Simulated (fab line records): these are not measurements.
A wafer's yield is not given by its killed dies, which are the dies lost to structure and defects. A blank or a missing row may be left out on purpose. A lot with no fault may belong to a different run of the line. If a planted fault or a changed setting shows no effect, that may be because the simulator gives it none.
A single fault, viewed from 2 desks | flow nand_harc | every desk sees just its own numbers, and what lay behind them comes last

## AT THE TOOL OWNER'S DESK: rie_diel-05
The tool's own readings at NHARC_A_BONDPAD_ETCH_12 (etches the open film in CHF3/O2, target depth 220 nm, time 110 s): means of the sampled wafers that have a number, for each lot that ran on this tool. The brackets show how far a lot's mean lies from the usual mean; more than 4 standard deviations puts the lot out of limits, marked OUT.
Columns: A = drypump_motor_current_A at NHARC_A_BONDPAD_ETCH_12, usual 5.7 A; B = oes_product_au at NHARC_A_BONDPAD_ETCH_12, usual 0.953 a.u.; C = rf_vpp_V at NHARC_A_BONDPAD_ETCH_12, usual 369.8 V; D = showerhead_plenum_p_Torr at NHARC_A_BONDPAD_ETCH_12, usual 2.37 Torr; E = throttle_valve_pct at NHARC_A_BONDPAD_ETCH_12, usual 20.573 %
lot  | first seen here | A   | B     | C     | D    | E
L921 | day 24 11:12    | 6.3 | 0.915 | 373.2 | 2.55 | 20.572
L925 | day 26 05:59    | 5.7 | 0.947 | 373.4 | 2.52 | 20.572
This desk's verdict: no lot among the 2 shows anything out of limits.

## METROLOGY DESK
Lot by lot, what the gauges showed, no matter which tool ran the lot: averages of those sampled wafers that carry a number. The brackets show how far a lot's mean lies from the usual mean; more than 4 standard deviations puts the lot out of limits, marked OUT.
Columns: A = cd_nm at NHARC_A_BONDPAD_CD_MEAS_09, usual 500.2 nm; B = overlay_x_nm at NHARC_A_BONDPAD_OVL_MEAS_35, usual -1 nm; C = overlay_y_nm at NHARC_A_BONDPAD_OVL_MEAS_35, usual -2 nm; D = cd_nm at NHARC_A_BONDPAD_CD_MEAS_13, usual 500.1 nm
lot  | first seen here | A     | B  | C  | D
L917 | day 22 13:14    | 500.3 | -2 | 2  | 500.8
L921 | day 24 10:49    | 499.1 | -7 | -3 | 499.3
L925 | day 26 05:35    | 501.7 | -9 | 4  | 502.3
L934 | day 30 07:46    | 500.3 | 6  | -6 | 500.3
L936 | day 30 18:58    | 500.7 | -7 | -5 | 501.0
This desk's verdict: no lot among the 5 shows anything out of limits.

## BROUGHT TOGETHER
The desk of the tool owner found nothing out of limits.
From the metrology desk's view, nothing was out of limits.

## WHAT THE SIMULATOR HAD INSERTED
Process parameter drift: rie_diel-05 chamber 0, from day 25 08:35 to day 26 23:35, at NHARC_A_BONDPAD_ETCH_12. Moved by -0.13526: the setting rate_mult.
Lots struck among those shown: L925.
